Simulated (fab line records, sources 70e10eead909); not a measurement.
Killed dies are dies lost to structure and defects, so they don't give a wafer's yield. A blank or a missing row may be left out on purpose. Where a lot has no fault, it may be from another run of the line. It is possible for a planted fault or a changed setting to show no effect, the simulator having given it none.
A struck lot beside a sound one + flow nandHarc + 22 out of 1159 route steps
Sound: the wafers L398.1, L398.3, L398.5. Struck: wafer L419.6 (left out: L419.2, L419.4 of the same lot, which were not struck); the cause appears at the end.
Order at every step that has rows: each side's tool, ch and its chambers, its first start. Under that, the readings that differ: sound wafers + struck wafers + difference of the means + sigmas: that difference in standard deviations of wafers without a fault.
alike: same words and numbers on both sides, and readings whose means sit less than 2 such deviations apart. not compared: any withheld reading, any reading some wafer has no value for, any bound like >300 that may hide the same value, and any number with overlapping values for which the record gives no deviation.
The two part at a step that has a row with sigmas, a row that says differs or no value, or rows on one side only. Numbers that have no deviation but don't overlap get no sigmas and don't part them. Lack of a reading on every wafer of one side parts them only where that side has two or more wafers.

NHARC_A_BLC_CVD_24: deposits W, target thk 150 nm, time 434 s.
  sound: cvdW-02 ch 0,1; struck: cvdW-02 ch 1
  alike: chamberPressureTorr, heaterPowerW, throttleValvePct
NHARC_A_BLC_CMP_25: polishes, t overpolish 30 s, target thk 150 nm.
  sound on cmp-04 ch 2,3, day 18 23:19; struck on cmp-01 ch 3, day 22 11:45
  alike: motorCurrentA, overpolishRunS, timeToEndpointS
after that, 1 step had no rows for these wafers: NHARC_A_BLC_SRD_27.
NHARC_A_BLC_INSPECT_28:
  sound: defectInspect-02 at day 18 23:42; struck: defectInspect-01 at day 22 12:09
  alike: rawDefectCount
then, 7 steps without rows for these wafers: NHARC_A_M0_DEP_00 (deposits SiOC, target thk 150 nm); NHARC_A_M0_DEHYDRATE_01 (time 120 s); NHARC_A_M0_HMDS_02 (time 30 s); NHARC_A_M0_COAT_33 (time 65 s); NHARC_A_M0_COAT_03 (resist thk 90 nm); NHARC_A_M0_SOFTBAKE_04 (time 55 s); NHARC_A_M0_EBR_05.
NHARC_A_M0_EXPOSE_06: exposes mask A M0, target cd 80 nm.
  sound on arfiScanner-02 ch 0, day 19 00:27; struck on arfiScanner-02 ch 0, day 22 12:50
  alike: mask
then, 2 steps without rows for these wafers: NHARC_A_M0_PEB_07 (peb time 65 s); NHARC_A_M0_DEVELOP_08 (develop time 35 s).
NHARC_A_M0_CD_MEAS_09: the cd target is 80 nm.
  sound on cdSem-01 ch 0, day 19 00:36; struck on cdSem-02 ch 0, day 22 12:59
| reading   | sound          | struck | difference | sigmas |
|-----------|----------------|--------|------------|--------|
| cdNm (nm) | 80.0 80.5 81.0 | 63.3   | -17.2      | -24    |
NHARC_A_M0_OVL_MEAS_10: pitch 160 nm.
  sound: overlay-01 at day 19 00:41; struck: overlay-02 at day 22 13:04
  alike: overlayXNm, overlayYNm
NHARC_A_M0_INSPECT_11:
  sound: defectInspect-02 at day 19 00:43; struck: defectInspect-01 at day 22 13:07
  alike: rawDefectCount
NHARC_A_M0_DESCUM_14: chemistry O2, time 3 s.
  sound on rieDiel-07 ch 0,2,3, day 19 00:47; struck on rieDiel-06 ch 0, day 22 13:11
| reading              | sound            | struck | difference | sigmas |
|----------------------|------------------|--------|------------|--------|
| model.A_M0.cdNm (nm) | 79.38 80.69 81.2 | 63.41  | -17.01     |        |
  alike: drypumpMotorCurrentA, oesProductAu, rfVppV, showerheadPlenumPTorr, throttleValvePct
  not compared: rfHoursCounterH
NHARC_A_M0_ETCH_34: etches the open film in N2/H2, target depth 40 nm, overetch 12 nm, time 43.94 s.
  sound on rieDiel-07 ch 0,1, day 19 00:52; struck on rieDiel-06 ch 1, day 22 13:16
  alike: drypumpMotorCurrentA, n2FlowSccm, oesProductAu, rfVppV, showerheadPlenumPTorr, throttleValvePct
  not compared: rfHoursCounterH
NHARC_A_M0_ETCH_15: etches the open film in C4F8/Ar, target depth 150 nm, overetch 15 nm, time 82.5 s.
  sound: rieDiel-07 ch 0,1; struck: rieDiel-06 ch 3
| reading              | sound             | struck | difference | sigmas |
|----------------------|-------------------|--------|------------|--------|
| model.A_M0.cdNm (nm) | 79.16 80.72 81.04 | 64.35  | -15.96     |        |
  alike: oesProductAu, rfVppV
  not compared: rfHoursCounterH
NHARC_A_M0_CD_MEAS_16:
  sound: cdSem-01 at day 19 01:05; struck: cdSem-01 at day 22 13:28
| reading   | sound          | struck | difference | sigmas |
|-----------|----------------|--------|------------|--------|
| cdNm (nm) | 78.8 80.9 81.1 | 64.2   | -16.1      | -17    |
NHARC_A_M0_STRIP_18: strips in N2/H2.
  sound on rieDiel-06 ch 1,2,3, day 19 01:10; struck on rieDiel-06 ch 1, day 22 13:32
  alike: drypumpMotorCurrentA, n2FlowSccm, oesProductAu, rfVppV, showerheadPlenumPTorr, throttleValvePct
  not compared: rfHoursCounterH

## WHERE THEY PART
Last at NHARC_A_M0_CD_MEAS_16 as far as this record goes, first at NHARC_A_M0_CD_MEAS_09. Later steps at which nothing parts them and some readings are alike: NHARC_A_M0_STRIP_18.

WHY: what the simulator had put in
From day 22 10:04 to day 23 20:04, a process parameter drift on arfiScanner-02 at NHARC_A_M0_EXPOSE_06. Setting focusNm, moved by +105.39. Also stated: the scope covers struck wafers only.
